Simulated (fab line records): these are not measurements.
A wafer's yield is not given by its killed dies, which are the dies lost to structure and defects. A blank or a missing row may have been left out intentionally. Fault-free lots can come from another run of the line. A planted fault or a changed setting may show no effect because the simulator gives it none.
Split-lot experiment :: flow n5Finfet :: 7 lots, 21 wafers read, on a route of 1938 steps

THE SPLIT
At N5_BEOL_M5_ETCH_62 (etches SOC in N2/H2, target depth 75 nm, overetch 15 nm, time 112.5 s), the setting sourceW was moved away from the recipe's 840 W on 5 of the 21 wafers read, by -12.6% to +14.2%. For the rest of the wafers, this setting stayed at what the recipe calls for.

The reading is taken at the split's own step.

THE READING
rfVppV, in V, at N5_BEOL_M5_ETCH_62 (etches SOC in N2/H2, target depth 75 nm, overetch 15 nm, time 112.5 s). Fault-free wafers of this fab line usually give 524.3 V, standard deviation 2 V.

wafer: L074.1
tool, chamber at the split: rieDiel-04, 0
sourceW as run, W: 929.5
against the recipe: +10.7%
rfVppV, V: 505.8
against lot-mates on the recipe: -15.7

wafer: L074.3
tool, chamber at the split: rieDiel-04, 2
sourceW as run, W: 840
against the recipe: recipe
rfVppV, V: 521.3
against lot-mates on the recipe: -

wafer: L074.5
tool, chamber at the split: rieDiel-04, 2
sourceW as run, W: 840
against the recipe: recipe
rfVppV, V: 521.7
against lot-mates on the recipe: -

wafer: L075.1
tool, chamber at the split: rieDiel-04, 3
sourceW as run, W: 780.5
against the recipe: -7.1%
rfVppV, V: 539.8
against lot-mates on the recipe: +13.1

wafer: L075.3
tool, chamber at the split: rieDiel-04, 2
sourceW as run, W: 780.5
against the recipe: -7.1%
rfVppV, V: 534.3
against lot-mates on the recipe: +7.6

wafer: L075.6
tool, chamber at the split: rieDiel-04, 1
sourceW as run, W: 840
against the recipe: recipe
rfVppV, V: 526.7
against lot-mates on the recipe: -

wafer: L076.3
tool, chamber at the split: rieDiel-03, 3
sourceW as run, W: 840
against the recipe: recipe
rfVppV, V: 527.0
against lot-mates on the recipe: -

wafer: L076.5
tool, chamber at the split: rieDiel-03, 3
sourceW as run, W: 840
against the recipe: recipe
rfVppV, V: 526.3
against lot-mates on the recipe: -

wafer: L076.6
tool, chamber at the split: rieDiel-03, 2
sourceW as run, W: 840
against the recipe: recipe
rfVppV, V: 521.4
against lot-mates on the recipe: -

wafer: L079.1
tool, chamber at the split: rieDiel-03, 1
sourceW as run, W: 840
against the recipe: recipe
rfVppV, V: 526.1
against lot-mates on the recipe: -

wafer: L079.5
tool, chamber at the split: rieDiel-03, 3
sourceW as run, W: 959.4
against the recipe: +14.2%
rfVppV, V: 503.6
against lot-mates on the recipe: -21.1

wafer: L079.6
tool, chamber at the split: rieDiel-03, 2
sourceW as run, W: 840
against the recipe: recipe
rfVppV, V: 523.4
against lot-mates on the recipe: -

wafer: L091.1
tool, chamber at the split: rieDiel-06, 1
sourceW as run, W: 840
against the recipe: recipe
rfVppV, V: 523.2
against lot-mates on the recipe: -

wafer: L091.3
tool, chamber at the split: rieDiel-06, 3
sourceW as run, W: 840
against the recipe: recipe
rfVppV, V: 525.0
against lot-mates on the recipe: -

wafer: L091.5
tool, chamber at the split: rieDiel-06, 1
sourceW as run, W: 840
against the recipe: recipe
rfVppV, V: 523.1
against lot-mates on the recipe: -

wafer: L089.2
tool, chamber at the split: rieDiel-04, 1
sourceW as run, W: 840
against the recipe: recipe
rfVppV, V: 525.9
against lot-mates on the recipe: -

wafer: L089.4
tool, chamber at the split: rieDiel-04, 3
sourceW as run, W: 840
against the recipe: recipe
rfVppV, V: 523.2
against lot-mates on the recipe: -

wafer: L089.5
tool, chamber at the split: rieDiel-04, 1
sourceW as run, W: 840
against the recipe: recipe
rfVppV, V: 526.0
against lot-mates on the recipe: -

wafer: L096.2
tool, chamber at the split: rieDiel-04, 0
sourceW as run, W: 840
against the recipe: recipe
rfVppV, V: 521.7
against lot-mates on the recipe: -

wafer: L096.3
tool, chamber at the split: rieDiel-04, 2
sourceW as run, W: 840
against the recipe: recipe
rfVppV, V: 520.5
against lot-mates on the recipe: -

wafer: L096.5
tool, chamber at the split: rieDiel-04, 0
sourceW as run, W: 733.8
against the recipe: -12.6%
rfVppV, V: 546.3
against lot-mates on the recipe: +25.2

FIT RESULTS
A straight line over all 21 wafers: rfVppV changes by -1.65 V for each +1% of sourceW; r = -0.97; the points scatter about the line by 2.3 V.
The same after taking each lot's own level away (the mean of its wafers on the recipe; 21 wafers): -1.62 V for each +1%; r = -0.98; scatter 2 V.
On that fit, the largest move of sourceW shifts the reading by 23 V.
Across the lots, their own levels run from 521.10 to 526.70 V, a range of 2.8 times the standard deviation given above.
Hence the lot-to-lot level has little effect on the slope; both slopes agree.
Check: with one of the wafers moved furthest among these (+14.2%) left out of the fit, the line predicts -23.8 V for it against its lot-mates. It came out at -21.1 V against them.
Tool readings at the split's step, against how far the setting was moved: rfVppV r = -0.97.

THESE WAFERS: OTHER SPLITS
Note: prior to the reading, these wafers also went through further splits. Each is held against what the fit with the lots' levels taken away leaves over:
other split on the same wafers: N5_BEOL_M2_EXPOSE_08 doseMj
wafers away from the commonest value: 11
r with rfVppV (lot level and that fit taken away): +0.19

other split on the same wafers: N5_BEOL_M2_DESCUM_16 timeS
wafers away from the commonest value: 6
r with rfVppV (lot level and that fit taken away): +0.27

other split on the same wafers: N5_BEOL_M2_TRENCH_ETCH_37 biasW
wafers away from the commonest value: 7
r with rfVppV (lot level and that fit taken away): -0.31

other split on the same wafers: N5_BEOL_M3_ETCH_41 targetDepthA
wafers away from the commonest value: 6
r with rfVppV (lot level and that fit taken away): +0.28

other split on the same wafers: N5_BEOL_M4_DESCUM_16 timeS
wafers away from the commonest value: 5
r with rfVppV (lot level and that fit taken away): -0.13

other split on the same wafers: N5_BEOL_M4_ETCH_64 biasW
wafers away from the commonest value: 9
r with rfVppV (lot level and that fit taken away): +0.11

other split on the same wafers: N5_BEOL_M4_ETCH_70 timeS
wafers away from the commonest value: 5
r with rfVppV (lot level and that fit taken away): -0.60

other split on the same wafers: N5_BEOL_M4_TRENCH_ETCH_37 sourceW
wafers away from the commonest value: 7
r with rfVppV (lot level and that fit taken away): +0.30

THE FILE'S OWN FIT
rfVppV changes by -1.64 V for each +1% of sourceW, r = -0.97.
